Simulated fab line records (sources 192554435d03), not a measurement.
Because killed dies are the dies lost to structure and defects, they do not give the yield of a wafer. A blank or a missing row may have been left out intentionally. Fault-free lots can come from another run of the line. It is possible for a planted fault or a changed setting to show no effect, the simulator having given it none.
fab line records -- flow n5Finfet
record: lots: 7, wafers: 21
route steps=1938 shown WELL_APT@21 PMOS_HMC_CHANNEL_EPI@63 DUMMY_GATE@246 SD_EPI_N@288 SD_EPI_P@321 SDB@353 HKMG_FIN@438 GATE_CUT@469 MOL_CONTACT_COAG@570 BEOL_M0_SAQP@632
startH: hours from the record's first day to the start of the lot's first wafer shown -- waitH: time in hours since the lot's previous step -- " unchanged from the row above -- L1.1+2: a single row standing in for several wafers -- - no value, or no start given -- * or withheld: withheld -- < > ~ a bound
route shown NAME@n: names a module that has steps shown in the file, with the first one's number in the route -- usual: the fault-free wafers' mean and standard deviation -- same: alike in all rows -- chamber/n: place in a boat -- sites: each site's reading -- _std_site: the standard deviation of these -- _edge_site: the outer-site mean with the inner-site mean subtracted -- radiusMm: how far each site lies from the wafer's centre -- mask NAME#n: copy n -- behind: the most recent tool/chamber to have shaped the wafer -- hold: cause of the lot's hold/its duration in hours/its outcome -- device: whichever transistor did not switch (one of n, p or np) -- end of line: tests of these same wafers at the route's end -- where a step has no rows: the recipe by itself -- killed: the dies lost at the first sort to structure and to defects; this is not the yield of the wafer -- map: dies across one wafer; x = killed, . = not, _ = none there
set.NAME: the setting the step ran with; set.NAME@STEP: the setting that earlier step ran with -- model.NAME: the simulator's own value behind a step, which no gauge read
lots whose settings were changed on purpose; a table a step, a row a wafer
== steps ==
step: N5_WELL_APT_COAT_02
recipe: spinRpm: 1357, resistThkNm: 950
lot.wafer,tool,chamber,startH,waitH,set.spinRpm,model.coat_of_WELL_APT_COAT_02.thkNm
L075.1,lithoTrack-05,0,-,-,1357,955.9
L075.3,lithoTrack-05,0,-,-,1357,952.9
L075.6,lithoTrack-05,0,-,-,1357,953.2
L076.1,lithoTrack-02,0,-,-,1357,954.3
L076.2,lithoTrack-02,0,-,-,1357,953.1
L076.6,lithoTrack-02,0,-,-,1357,954.4
L085.4,lithoTrack-05,0,-,-,1453,921
L085.5,lithoTrack-05,0,-,-,1357,953.1
L085.6,lithoTrack-05,0,-,-,1357,953.7
L091.4,lithoTrack-02,0,-,-,1406,935.4
L091.5,lithoTrack-02,0,-,-,1357,948.6
L091.6,lithoTrack-02,0,-,-,1406,930
L094.1,lithoTrack-02,0,-,-,1357,945.8
L094.2,lithoTrack-02,0,-,-,1357,946.4
L094.3,lithoTrack-02,0,-,-,1357,947.1
L095.2,lithoTrack-03,0,-,-,1235,1000
L095.3,lithoTrack-03,0,-,-,1357,952
L095.6,lithoTrack-03,0,-,-,1357,954.9
L097.1,lithoTrack-03,0,-,-,1357,952.4
L097.3,lithoTrack-03,0,-,-,1357,953.1
L097.4,lithoTrack-03,0,-,-,1357,950.9
step: N5_PMOS_HMC_CHANNEL_EPI_PEB_07
recipe: pebTempC: 110, pebTimeS: 60, resist: CAR-ArF-block
lot.wafer,tool,chamber,startH,waitH,set.pebTempC
L075.1+3,lithoTrack-02,0,23.45,0.1,107.6
L075.6,lithoTrack-02,0,23.45,0.1,110
L076.1,lithoTrack-04,0,29.53,0.1,108.6
L076.2+6,lithoTrack-04,0,29.53,0.1,110
L085.4+5+6,lithoTrack-04,0,83.29,0.0,110
L091.4+5,lithoTrack-01,0,119.33,0.0,108.7
L091.6,lithoTrack-01,0,119.33,0.0,110
L094.1+2+3,lithoTrack-04,0,137.79,0.1,110
L095.2+3,lithoTrack-01,0,143.40,0.0,112.1
L095.6,lithoTrack-01,0,143.40,0.0,110
L097.1+3+4,lithoTrack-01,0,155.20,0.1,110
step: N5_PMOS_HMC_CHANNEL_EPI_DEVELOP_08
recipe: developTimeS: 30, developer: TMAH, resist: CAR-ArF-block, devTempC: 23, rinseLiquid: diw, dry: airSpin
step: N5_PMOS_HMC_CHANNEL_EPI_CD_MEAS_09
recipe: targetCdNm: 237.4, landingEnergyEv: 500, detector: seInlens
usual: cdNm: 237.5/1.2
lot.wafer,tool,chamber,startH,waitH,set.pebTempC@PMOS_HMC_CHANNEL_EPI_PEB_07,cdNm
L075.1,cdSem-01,0,23.51,-,107.6,230.0
L075.3,cdSem-01,0,23.51,-,107.6,228.7
L075.6,cdSem-01,0,23.51,-,110,235.6
L076.1,cdSem-02,0,29.60,-,108.6,234.7
L076.2,cdSem-02,0,29.60,-,110,237.8
L076.6,cdSem-02,0,29.60,-,110,238.1
L085.4,cdSem-03,0,83.36,-,110,237.2
L085.5,cdSem-03,0,83.36,-,110,237.7
L085.6,cdSem-03,0,83.36,-,110,237.2
L091.4,cdSem-02,0,119.40,-,108.7,234.5
L091.5,cdSem-02,0,119.40,-,108.7,232.6
L091.6,cdSem-02,0,119.40,-,110,239.3
L094.1,cdSem-01,0,137.86,-,110,238.0
L094.2,cdSem-01,0,137.86,-,110,237.4
L094.3,cdSem-01,0,137.86,-,110,237.0
L095.2,cdSem-02,0,143.46,-,112.1,245.0
L095.3,cdSem-02,0,143.46,-,112.1,243.0
L095.6,cdSem-02,0,143.46,-,110,239.2
L097.1,cdSem-01,0,155.27,-,110,236.3
L097.3,cdSem-01,0,155.27,-,110,236.6
L097.4,cdSem-01,0,155.27,-,110,237.0
step: N5_PMOS_HMC_CHANNEL_EPI_DESCUM_14
recipe: chemistry: O2, timeS: 7.9, sourcePowerW: 50, biasPowerW: 20, pressureMtorr: 20, rfFrequencyHz: 2.712e+07, tempC: 40, resist: CAR-ArF-block, o2FlowSccm: 225
lot.wafer,tool,chamber,startH,waitH,set.pebTempC@PMOS_HMC_CHANNEL_EPI_PEB_07,model.PMOS_HMC_CHANNEL_EPI.cdNm
L075.1,rieDiel-02,2,23.60,0.0,107.6,229.8
L075.3,rieDiel-02,1,23.60,0.0,107.6,229
L075.6,rieDiel-02,3,23.60,0.0,110,235.6
L076.1,rieDiel-02,1,29.69,0.0,108.6,234.5
L076.2,rieDiel-02,2,29.69,0.0,110,237.7
L076.6,rieDiel-02,1,29.69,0.0,110,238.1
L085.4,rieDiel-05,3,83.45,0.0,110,237.2
L085.5,rieDiel-05,0,83.45,0.0,110,237.9
L085.6,rieDiel-05,3,83.45,0.0,110,237.1
L091.4,rieDiel-02,2,119.48,0.0,108.7,234.3
L091.5,rieDiel-02,2,119.48,0.0,108.7,232.9
L091.6,rieDiel-02,3,119.48,0.0,110,239.6
L094.1,rieDiel-04,2,138.12,0.2,110,238.2
L094.2,rieDiel-04,0,138.12,0.2,110,237.5
L094.3,rieDiel-04,1,138.12,0.2,110,236.7
L095.2,rieDiel-04,2,143.55,0.0,112.1,244.7
L095.3,rieDiel-04,1,143.55,0.0,112.1,243.3
L095.6,rieDiel-04,0,143.55,0.0,110,238.4
L097.1,rieDiel-04,0,155.92,0.6,110,236.6
L097.3,rieDiel-04,2,155.92,0.6,110,236.4
L097.4,rieDiel-04,1,155.92,0.6,110,236.8
step: N5_PMOS_HMC_CHANNEL_EPI_ETCH_32
recipe: chemistry: N2/H2, target: BARC, stopOn: SiO2, targetDepthA: 858, overEtchFrac: 0.3, timeS: 50.3, ionEnergyEv: 200, maskMaterial: CAR-ArF-block, pressureMtorr: 30, sourceW: 840, biasW: 150, n2FlowSccm: 200, h2FlowSccm: 200
step: N5_PMOS_HMC_CHANNEL_EPI_HM_OPEN_15
recipe: chemistry: CHF3/O2, target: SiO2, maskMaterial: CAR-ArF-block, targetDepthA: 406, CHF3_flow_sccm: 50, O2_flow_sccm: 5, Ar_flow_sccm: 200, timeS: 20.3, pressureMtorr: 30, sourceW: 650, biasW: 170, ionEnergyEv: 200
lot.wafer,tool,chamber,startH,waitH,set.pebTempC@PMOS_HMC_CHANNEL_EPI_PEB_07,model.PMOS_HMC_CHANNEL_EPI.cdNm
L075.1,rieDiel-02,2,23.68,0.0,107.6,233.6
L075.3,rieDiel-02,1,23.68,0.0,107.6,230.8
L075.6,rieDiel-02,3,23.68,0.0,110,238.9
L076.1,rieDiel-02,1,29.76,0.0,108.6,236.8
L076.2,rieDiel-02,2,29.76,0.0,110,241.1
L076.6,rieDiel-02,1,29.76,0.0,110,240.5
L085.4,rieDiel-05,3,83.52,0.0,110,238.6
L085.5,rieDiel-05,0,83.52,0.0,110,240.7
L085.6,rieDiel-05,3,83.52,0.0,110,238.4
L091.4,rieDiel-02,2,119.56,0.0,108.7,237.3
L091.5,rieDiel-02,2,119.56,0.0,108.7,235.7
L091.6,rieDiel-02,3,119.56,0.0,110,241.6
L094.1,rieDiel-04,2,138.20,0.0,110,240
L094.2,rieDiel-04,0,138.20,0.0,110,239.6
L094.3,rieDiel-04,1,138.20,0.0,110,238.9
L095.2,rieDiel-04,2,143.63,0.0,112.1,246.5
L095.3,rieDiel-04,1,143.63,0.0,112.1,245.2
L095.6,rieDiel-04,0,143.63,0.0,110,240.4
L097.1,rieDiel-04,0,155.99,0.0,110,238.6
L097.3,rieDiel-04,2,155.99,0.0,110,238.2
L097.4,rieDiel-04,1,155.99,0.0,110,239.2
step: N5_DUMMY_GATE_ETCH_32
recipe: chemistry: CF4, target: SiO2, targetDepthA: 35, timeS: 3.9, ionEnergyEv: 350, pressureMtorr: 10, icpW: 800, biasW: 400, cf4FlowSccm: 80
lot.wafer,tool,chamber,startH,waitH,set.timeS,model.etch.depthNm
L075.1,rieSi-01,3,52.90,0.1,3.9,3.497
L075.3,rieSi-01,0,52.90,0.1,3.206,2.925
L075.6,rieSi-01,0,52.90,0.1,3.206,2.943
L076.1,rieSi-02,2,62.23,0.1,3.9,3.459
L076.2,rieSi-02,3,62.23,0.1,3.9,3.417
L076.6,rieSi-02,2,62.23,0.1,3.9,3.482
L085.4,rieSi-06,0,115.85,0.0,3.9,3.5
L085.5,rieSi-06,1,115.85,0.0,3.9,3.421
L085.6,rieSi-06,2,115.85,0.0,3.9,3.407
L091.4,rieSi-01,0,150.25,0.1,3.647,3.337
L091.5,rieSi-01,0,150.25,0.1,3.9,3.576
L091.6,rieSi-01,1,150.25,0.1,3.647,3.328
L094.1,rieSi-06,2,170.96,0.1,4.199,3.705
L094.2,rieSi-06,1,170.96,0.1,4.199,3.738
L094.3,rieSi-06,0,170.96,0.1,3.9,3.486
L095.2,rieSi-01,1,176.23,0.1,4.192,3.845
L095.3,rieSi-01,0,176.23,0.1,3.9,3.586
L095.6,rieSi-01,3,176.23,0.1,3.9,3.484
L097.1,rieSi-06,1,185.31,0.1,3.9,3.396
L097.3,rieSi-06,3,185.31,0.1,3.9,3.513
L097.4,rieSi-06,0,185.31,0.1,3.9,3.459
step: N5_DUMMY_GATE_ETCH_44
recipe: chemistry: HBr/O2, overEtchFrac: 0.7, targetDepthA: 1275, stopOn: SiO2, ionEnergyEv: 60, biasW: 20, target: poly-Si, maskMaterial: SiO2, pressureMtorr: 20, icpW: 400, HBr_flow_sccm: 120, O2_flow_sccm: 10
usual: oesProductAu: 0.725/0.013
lot.wafer,tool,chamber,startH,waitH,set.targetDepthA,oesProductAu
L075.1,rieSi-01,3,52.98,0.0,1275,0.723
L075.3,rieSi-01,0,52.98,0.0,1236,0.731
L075.6,rieSi-01,0,52.98,0.0,1275,0.726
L076.1,rieSi-02,2,62.32,0.0,1275,0.731
L076.2,rieSi-02,3,62.32,0.0,1275,0.738
L076.6,rieSi-02,2,62.32,0.0,1357,0.712
L085.4,rieSi-06,0,115.94,0.0,1211,0.754
L085.5,rieSi-06,1,115.94,0.0,1275,0.722
L085.6,rieSi-06,2,115.94,0.0,1211,0.746
L091.4,rieSi-01,0,150.34,0.0,1275,0.719
L091.5,rieSi-01,0,150.34,0.0,1275,0.725
L091.6,rieSi-01,1,150.34,0.0,1136,0.782
L094.1,rieSi-06,2,171.05,0.0,1275,0.711
L094.2,rieSi-06,1,171.05,0.0,1138,0.750
L094.3,rieSi-06,0,171.05,0.0,1138,0.767
L095.2,rieSi-01,1,176.32,0.0,1390,0.717
L095.3,rieSi-01,0,176.32,0.0,1390,0.699
L095.6,rieSi-01,3,176.32,0.0,1390,0.679
L097.1,rieSi-06,1,185.40,0.0,1275,0.717
L097.3,rieSi-06,3,185.40,0.0,1275,0.720
L097.4,rieSi-06,0,185.40,0.0,1275,0.725
step: N5_SD_EPI_N_EPI_21
recipe: material: Si:P, dopant: P, tempC: 680, pressureTorr: 255, timeS: 690
lot.wafer,tool,chamber,startH,waitH,set.timeS,model.Si-P_of_SD_EPI_N_EPI_21.thkNm
L075.1,epiRpcvd-01,0,56.16,0.1,690,59.6
L075.3,epiRpcvd-01,0,56.16,0.1,690,59.2
L075.6,epiRpcvd-01,0,56.16,0.1,792.3,65.6
L076.1,epiRpcvd-01,0,65.56,0.2,732,63
L076.2,epiRpcvd-01,0,65.56,0.2,690,59.8
L076.6,epiRpcvd-01,0,67.42,1.9,732,62.2
L085.4,epiRpcvd-01,0,120.46,1.2,820.5,67
L085.5,epiRpcvd-01,0,120.46,1.2,820.5,66
L085.6,epiRpcvd-01,0,120.46,1.2,820.5,65.8
L091.4+6,epiRpcvd-01,0,154.21,0.9,765.3,62.4
L091.5,epiRpcvd-01,0,154.21,0.9,690,58.8
L094.1,epiRpcvd-04,0,174.44,0.1,690,60.4
L094.2,epiRpcvd-04,0,174.44,0.1,690,59.6
L094.3,epiRpcvd-04,0,174.44,0.1,726,62.6
L095.2+6,epiRpcvd-04,0,179.98,0.4,690,59.8
L095.3,epiRpcvd-04,0,179.98,0.4,634.3,57.2
L097.1,epiRpcvd-04,0,191.33,0.1,690,60.2
L097.3,epiRpcvd-04,0,191.33,0.1,690,60
L097.4,epiRpcvd-04,0,191.33,0.1,690,60.4
step: N5_SD_EPI_N_EPI_MEAS_23
recipe: mode: xrd
usual: thkNm: 59.5/1.2
lot.wafer,tool,chamber,startH,waitH,set.timeS@SD_EPI_N_EPI_21,thkNm
L075.1,filmMetro-02,-,57.87,1.4,690,59.2
L075.3,filmMetro-02,-,57.87,1.4,690,60.0
L075.6,filmMetro-02,-,57.87,1.4,792.3,65.8
L076.1,filmMetro-02,-,67.83,1.9,732,61.3
L076.2,filmMetro-02,-,67.83,1.9,690,59.0
L076.6,filmMetro-02,-,67.83,1.9,732,62.5
L085.4,filmMetro-01,-,121.63,0.8,820.5,67.4
L085.5,filmMetro-01,-,121.63,0.8,820.5,66.6
L085.6,filmMetro-01,-,121.63,0.8,820.5,67.2
L091.4,filmMetro-02,-,155.11,0.6,765.3,61.7
L091.5,filmMetro-02,-,155.11,0.6,690,58.2
L091.6,filmMetro-02,-,155.11,0.6,765.3,61.8
L094.1,filmMetro-02,-,176.17,1.5,690,60.4
L094.2,filmMetro-02,-,176.17,1.5,690,59.3
L094.3,filmMetro-02,-,176.17,1.5,726,62.0
L095.2,filmMetro-01,-,181.42,1.2,690,60.6
L095.3,filmMetro-01,-,181.42,1.2,634.3,58.1
L095.6,filmMetro-01,-,181.42,1.2,690,60.9
L097.1,filmMetro-02,-,193.05,1.4,690,58.4
L097.3,filmMetro-02,-,193.05,1.4,690,59.8
L097.4,filmMetro-02,-,193.05,1.4,690,59.9
step: N5_SD_EPI_N_PRECLEAN_24
recipe: chemistry: O3/DIW, timeS: 60, tempC: 22, o3Ppm: 10
step: N5_SD_EPI_N_SRD_25
recipe: timeS: 30, tempC: 23, rinseLiquid: diw, dry: ipaMarangoni
step: N5_SD_EPI_P_EPI_21
recipe: material: SiGe:B, dopant: B, tempC: 550, pressureTorr: 20, ambient: H2, timeS: 355
step: N5_SD_EPI_P_HM_STRIP_48
recipe: chemistry: H3PO4, tempC: 160, material: SiNx, target: SiNx, targetDepthA: 30, overetchFraction: 0.3
lot.wafer,tool,chamber,startH,waitH,set.timeS@SD_EPI_N_EPI_21,model.Si-P_of_SD_EPI_N_EPI_21.thkNm
L075.1,wetBench-02,0,62.50,0.0,690,59
L075.3,wetBench-02,2,62.50,0.0,690,58.6
L075.6,wetBench-02,1,62.50,0.0,792.3,65
L076.1,wetBench-01,3,73.14,0.0,732,62.2
L076.2,wetBench-01,6,73.14,0.0,690,59.2
L076.6,wetBench-01,5,73.14,0.0,732,61.6
L085.4,wetBench-02,7,127.07,0.0,820.5,66.2
L085.5,wetBench-02,4,127.07,0.0,820.5,65.4
L085.6,wetBench-02,6,127.07,0.0,820.5,65
L091.4+6,wetBench-02,"6,0",163.26,0.0,765.3,61.8
L091.5,wetBench-02,7,163.26,0.0,690,58
L094.1,wetBench-02,4,180.74,0.0,690,59.8
L094.2,wetBench-02,0,180.74,0.0,690,59
L094.3,wetBench-02,2,180.74,0.0,726,62
L095.2,wetBench-06,5,186.67,0.0,690,59.2
L095.3,wetBench-06,0,186.67,0.0,634.3,56.4
L095.6,wetBench-06,7,186.67,0.0,690,59
L097.1,wetBench-06,5,197.75,0.0,690,59.6
L097.3,wetBench-06,2,197.75,0.0,690,59.4
L097.4,wetBench-06,3,197.75,0.0,690,59.8
step: N5_SDB_EXPOSE_08
recipe: maskId: SDB, na: 1.35, sourceShape: conventional, sigmaOuter: 0.5, polarization: unpolarized, doseMj: 49.6
lot.wafer,tool,chamber,startH,waitH,mask,set.doseMj
L075.1+6,arfiScanner-01,0,70.07,-,SDB#0,52.55
L075.3,arfiScanner-01,0,70.07,-,SDB#0,49.6
L076.1+2,arfiScanner-03,0,81.33,-,SDB#0,47.56
L076.6,arfiScanner-03,0,81.33,-,SDB#0,49.6
L085.4+5+6,arfiScanner-03,0,134.61,-,SDB#0,49.6
L091.4+5,arfiScanner-02,0,171.05,-,SDB#0,49.6
L091.6,arfiScanner-02,0,171.05,-,SDB#0,46.61
L094.1,arfiScanner-01,0,188.44,-,SDB#0,53.24
L094.2+3,arfiScanner-01,0,188.44,-,SDB#0,49.6
L095.2+6,arfiScanner-01,0,195.06,-,SDB#0,51.42
L095.3,arfiScanner-01,0,195.06,-,SDB#0,49.6
L097.1+3+4,arfiScanner-02,0,206.14,-,SDB#0,49.6
step: N5_SDB_PEB_09
recipe: pebTempC: withheld, pebTimeS: 60, resist: CAR-ArF
step: N5_SDB_DEVELOP_10
recipe: developTimeS: 30, developer: TMAH, resist: CAR-ArF, rinseLiquid: diw, dry: airSpin, devTempC: 23
step: N5_SDB_CD_MEAS_11
recipe: targetCdNm: 50, landingEnergyEv: 500, detector: seInlens, polarity: opening
usual: cdNm: 50.5/1.2
lot.wafer,tool,chamber,startH,waitH,set.doseMj@SDB_EXPOSE_08,cdNm
L075.1,cdSem-01,0,70.20,-,52.55,56.7
L075.3,cdSem-01,0,70.20,-,49.6,48.3
L075.6,cdSem-01,0,70.20,-,52.55,55.3
L076.1,cdSem-03,0,81.45,-,47.56,46.5
L076.2,cdSem-03,0,81.45,-,47.56,46.1
L076.6,cdSem-03,0,81.45,-,49.6,52.4
L085.4,cdSem-03,0,134.72,-,49.6,50.5
L085.5,cdSem-03,0,134.72,-,49.6,49.1
L085.6,cdSem-03,0,134.72,-,49.6,49.9
L091.4,cdSem-03,0,171.16,-,49.6,51.5
L091.5,cdSem-03,0,171.16,-,49.6,50.3
L091.6,cdSem-03,0,171.16,-,46.61,45.7
L094.1,cdSem-02,0,188.56,-,53.24,58.7
L094.2,cdSem-02,0,188.56,-,49.6,51.9
L094.3,cdSem-02,0,188.56,-,49.6,50.3
L095.2,cdSem-01,0,195.18,-,51.42,52.7
L095.3,cdSem-01,0,195.18,-,49.6,49.6
L095.6,cdSem-01,0,195.18,-,51.42,51.9
L097.1,cdSem-01,0,206.27,-,49.6,50.8
L097.3,cdSem-01,0,206.27,-,49.6,50.8
L097.4,cdSem-01,0,206.27,-,49.6,50.0
step: N5_HKMG_FIN_ETCH_35
recipe: chemistry: N2/H2, target: SOC, targetDepthA: 2158, ionEnergyEv: 65, biasW: 5, sourceW: 3000, timeS: 243.4, pressureMtorr: 30, n2FlowSccm: 200, h2FlowSccm: 200
usual: rfVppV: 141.2/0.99
lot.wafer,tool,chamber,startH,waitH,set.sourceW,rfVppV,model.HKMG_FIN.featureDepthNm,model.etch.depthNm,model.SOC_of_HKMG_FIN_COAT_29.thkNm
L075.1,rieDiel-06,3,79.75,0.0,3000,141.7,213.2,213.2,86.6
L075.3,rieDiel-06,1,79.75,0.0,3453,135.3,251.4,251.4,48.6
L075.6,rieDiel-06,1,79.75,0.0,3453,134.7,253,253,47
L076.1,rieDiel-06,1,91.72,0.0,3000,142.4,222.6,222.6,78.4
L076.2,rieDiel-06,3,91.72,0.0,3000,141.5,211,210.9,90.8
L076.6,rieDiel-06,1,91.72,0.0,2604,148.5,198.8,198.8,102
L085.4,rieDiel-01,0,145.00,0.1,2639,147.2,197.6,197.7,100
L085.5,rieDiel-01,3,145.00,0.1,2639,148.8,196.2,196.1,101.2
L085.6,rieDiel-01,1,145.00,0.1,3000,141.1,208,208,89.4
L091.4,rieDiel-06,0,180.86,0.0,3000,142.1,217.4,217.3,83
L091.5,rieDiel-06,1,180.86,0.0,3000,140.7,222.2,222.1,78.2
L091.6,rieDiel-06,2,180.86,0.0,3000,140.9,224.2,224.3,75
L094.1,rieDiel-03,1,198.31,0.0,3448,134.6,251,251,48.6
L094.2,rieDiel-03,0,198.31,0.0,3000,139.9,218.8,218.7,81.4
L094.3,rieDiel-03,3,198.31,0.0,3000,140.4,217.6,217.6,82.6
L095.2,rieDiel-01,3,205.06,0.0,2647,147.6,193.4,193.4,108
L095.3,rieDiel-01,1,205.06,0.0,3000,142.4,212.6,212.7,88.4
L095.6,rieDiel-01,2,205.06,0.0,3000,143.3,201.4,201.5,98.6
L097.1,rieDiel-03,3,215.84,0.0,3000,140.8,215.8,215.9,84.6
L097.3,rieDiel-03,1,215.84,0.0,3000,142.6,223.2,223.1,78.4
L097.4,rieDiel-03,3,215.84,0.0,3000,140.9,217.8,217.8,82.2
step: N5_GATE_CUT_ETCH_58
recipe: chemistry: CH3F/O2, target: SiNx, targetDepthA: 170, timeS: 128.6, ionEnergyEv: 50, pressureMtorr: 30, sourceW: 415, biasW: 21, Ar_flow_sccm: 150, CH3F_flow_sccm: 30, O2_flow_sccm: 20
usual: rfVppV: 99.1/0.89
lot.wafer,tool,chamber,startH,waitH,set.sourceW,rfVppV
L075.1,rieDiel-02,3,84.15,0.0,415,100.7
L075.3,rieDiel-02,0,84.15,0.0,354.9,104.7
L075.6,rieDiel-02,1,84.15,0.0,354.9,104.4
L076.1,rieDiel-02,3,96.43,0.1,480.5,93.3
L076.2,rieDiel-02,1,96.43,0.1,415,99.9
L076.6,rieDiel-02,3,96.43,0.1,415,98.3
L085.4,rieDiel-02,1,149.85,0.1,415,99.4
L085.5,rieDiel-02,2,149.85,0.1,415,99.1
L085.6,rieDiel-02,3,149.85,0.1,415,99.8
L091.4,rieDiel-04,1,185.29,0.0,481.7,95.7
L091.5,rieDiel-04,3,185.29,0.0,415,98.9
L091.6,rieDiel-04,2,185.29,0.0,481.7,94.1
L094.1,rieDiel-04,0,202.78,0.0,415,98.9
L094.2,rieDiel-04,3,202.78,0.0,415,99.4
L094.3,rieDiel-04,1,202.78,0.0,386.9,101.7
L095.2,rieDiel-04,0,209.46,0.0,341.2,106.5
L095.3,rieDiel-04,2,209.46,0.0,415,98.4
L095.6,rieDiel-04,2,209.46,0.0,415,98.6
L097.1,rieDiel-05,3,220.43,0.0,415,100.5
L097.3,rieDiel-05,1,220.43,0.0,415,99.6
L097.4,rieDiel-05,2,220.43,0.0,415,99.4
step: N5_MOL_CONTACT_COAG_EXPOSE_81
recipe: maskId: VG, na: 0.33, sourceShape: annular, sigmaInner: 0.3, sigmaOuter: 0.7, polarization: unpolarized, defocusNm: 0, doseMj: 59.5
lot.wafer,tool,chamber,startH,waitH,mask,set.doseMj
L075.1+3+6,euvScanner-02,0,103.94,-,VG#0,59.5
L076.1+2+6,euvScanner-02,0,112.56,-,VG#0,59.5
L085.4,euvScanner-02,0,169.50,-,VG#0,59.5
L085.5+6,euvScanner-02,0,169.50,-,VG#0,62.98
L091.4+5+6,euvScanner-02,0,202.88,-,VG#0,59.5
L094.1+3,euvScanner-02,0,220.46,-,VG#0,55.06
L094.2,euvScanner-02,0,220.46,-,VG#0,59.5
L095.2+3,euvScanner-02,0,227.80,-,VG#0,57.73
L095.6,euvScanner-02,0,227.80,-,VG#0,59.5
L097.1+3+4,euvScanner-02,0,237.02,-,VG#0,59.5
step: N5_MOL_CONTACT_COAG_PEB_82
recipe: pebTempC: 100, pebTimeS: 60, resist: CAR-EUV
step: N5_MOL_CONTACT_COAG_DEVELOP_83
recipe: developTimeS: 30, developer: TMAH, resist: CAR-EUV, rinseLiquid: surfactantRinse, dry: airSpin, devTempC: 23
step: N5_MOL_CONTACT_COAG_CD_MEAS_84
recipe: targetCdNm: 25.1, landingEnergyEv: 500, detector: seInlens, polarity: opening
usual: cdNm: 25.11/0.26
lot.wafer,tool,chamber,startH,waitH,set.doseMj@MOL_CONTACT_COAG_EXPOSE_81,cdNm
L075.1,cdSem-03,0,104.08,-,59.5,25.27
L075.3,cdSem-03,0,104.08,-,59.5,25.48
L075.6,cdSem-03,0,104.08,-,59.5,25.37
L076.1,cdSem-03,0,112.71,-,59.5,24.95
L076.2,cdSem-03,0,112.71,-,59.5,25.14
L076.6,cdSem-03,0,112.71,-,59.5,25.33
L085.4,cdSem-03,0,169.62,-,59.5,24.63
L085.5,cdSem-03,0,169.62,-,62.98,26.28
L085.6,cdSem-03,0,169.62,-,62.98,25.68
L091.4,cdSem-02,0,203.00,-,59.5,24.86
L091.5,cdSem-02,0,203.00,-,59.5,24.76
L091.6,cdSem-02,0,203.00,-,59.5,24.52
L094.1,cdSem-03,0,220.60,-,55.06,23.79
L094.2,cdSem-03,0,220.60,-,59.5,25.08
L094.3,cdSem-03,0,220.60,-,55.06,24.01
L095.2,cdSem-02,0,227.94,-,57.73,24.24
L095.3,cdSem-02,0,227.94,-,57.73,24.50
L095.6,cdSem-02,0,227.94,-,59.5,25.00
L097.1,cdSem-02,0,237.16,-,59.5,25.05
L097.3,cdSem-02,0,237.16,-,59.5,25.53
L097.4,cdSem-02,0,237.16,-,59.5,25.04
step: N5_BEOL_M0_SAQP_PECVD_00
recipe: material: SiCN, targetThkA: 80, tempC: withheld, precursor: 3MS/NH3, pressureTorr: 3, rfW: 202, timeS: 14
lot.wafer,tool,chamber,startH,waitH,set.timeS,model.SiCN_of_BEOL_M0_SAQP_PECVD_00.thkNm
L075.1+6,pecvd-01,0,144.61,0.2,14,8
L075.3,pecvd-01,0,144.61,0.2,14,8.2
L076.1,pecvd-02,0,144.69,0.3,14,7.8
L076.2,pecvd-02,2,144.69,0.3,12.07,6.8
L076.6,pecvd-02,2,144.69,0.3,14,8.2
L085.4,pecvd-02,1,176.09,0.1,14,7.8
L085.5+6,pecvd-02,"0,2",176.09,0.1,14,8
L091.4+6,pecvd-04,"2,1",209.80,0.1,14,8
L091.5,pecvd-04,0,209.80,0.1,14,8.2
L094.1,pecvd-01,0,227.37,0.2,12.11,6.8
L094.2,pecvd-01,1,227.37,0.2,14,8.2
L094.3,pecvd-01,1,227.37,0.2,12.11,7.2
L095.2,pecvd-04,2,234.98,0.2,14,7.8
L095.3,pecvd-04,0,234.98,0.2,14,8
L095.6,pecvd-04,2,234.98,0.2,12.75,7.2
L097.1,pecvd-01,2,245.17,0.2,14,8
L097.3+4,pecvd-01,"0,1",245.17,0.2,14,8.2
== key ==
split: step: N5_WELL_APT_COAT_02, setting: spinRpm, stated: 1357, by: wafer
response: step: N5_WELL_APT_COAT_02, reading: model.coat_of_WELL_APT_COAT_02.thkNm, change: -4.91, per: 1%, r: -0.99
split: step: N5_PMOS_HMC_CHANNEL_EPI_PEB_07, setting: pebTempC, stated: 110, by: wafer
response: step: N5_PMOS_HMC_CHANNEL_EPI_CD_MEAS_09, reading: cdNm, change: +2.95, per: 1%, r: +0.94
response: step: N5_PMOS_HMC_CHANNEL_EPI_DESCUM_14, reading: model.PMOS_HMC_CHANNEL_EPI.cdNm, change: +3.12, per: 1%, r: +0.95
response: step: N5_PMOS_HMC_CHANNEL_EPI_HM_OPEN_15, reading: model.PMOS_HMC_CHANNEL_EPI.cdNm, change: +3.16, per: 1%, r: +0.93
split: step: N5_DUMMY_GATE_ETCH_32, setting: timeS, stated: 3.9, by: wafer
response: step: N5_DUMMY_GATE_ETCH_32, reading: model.etch.depthNm, change: +0.0332, per: 1%, r: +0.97
split: step: N5_DUMMY_GATE_ETCH_44, setting: targetDepthA, stated: 1275, by: wafer
response: step: N5_DUMMY_GATE_ETCH_44, reading: oesProductAu, change: -0.00472, per: 1%, r: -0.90
split: step: N5_SD_EPI_N_EPI_21, setting: timeS, stated: 690, by: wafer
response: step: N5_SD_EPI_N_EPI_21, reading: model.Si-P_of_SD_EPI_N_EPI_21.thkNm, change: +0.39, per: 1%, r: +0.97
response: step: N5_SD_EPI_N_EPI_MEAS_23, reading: thkNm, change: *, per: 1%, r: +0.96
response: step: N5_SD_EPI_P_HM_STRIP_48, reading: model.Si-P_of_SD_EPI_N_EPI_21.thkNm, change: +0.395, per: 1%, r: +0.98
split: step: N5_SDB_EXPOSE_08, setting: doseMj, stated: 49.6, by: wafer
response: step: N5_SDB_CD_MEAS_11, reading: cdNm, change: +1.07, per: 1%, r: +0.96
split: step: N5_HKMG_FIN_ETCH_35, setting: sourceW, stated: 3000, by: wafer
response: step: N5_HKMG_FIN_ETCH_35, reading: rfVppV, change: -0.449, per: 1%, r: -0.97
response: step: N5_HKMG_FIN_ETCH_35, reading: model.HKMG_FIN.featureDepthNm, change: +1.77, per: 1%, r: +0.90
response: step: N5_HKMG_FIN_ETCH_35, reading: model.etch.depthNm, change: +1.77, per: 1%, r: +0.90
response: step: N5_HKMG_FIN_ETCH_35, reading: model.SOC_of_HKMG_FIN_COAT_29.thkNm, change: -1.78, per: 1%, r: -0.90
split: step: N5_GATE_CUT_ETCH_58, setting: sourceW, stated: 415, by: wafer
response: step: N5_GATE_CUT_ETCH_58, reading: rfVppV, change: -0.343, per: 1%, r: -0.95
split: step: N5_MOL_CONTACT_COAG_EXPOSE_81, setting: doseMj, stated: 59.5, by: wafer
response: step: N5_MOL_CONTACT_COAG_CD_MEAS_84, reading: cdNm, change: +0.188, per: 1%, r: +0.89
split: step: N5_BEOL_M0_SAQP_PECVD_00, setting: timeS, stated: 14, by: wafer
response: step: N5_BEOL_M0_SAQP_PECVD_00, reading: model.SiCN_of_BEOL_M0_SAQP_PECVD_00.thkNm, change: +0.0863, per: 1%, r: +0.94
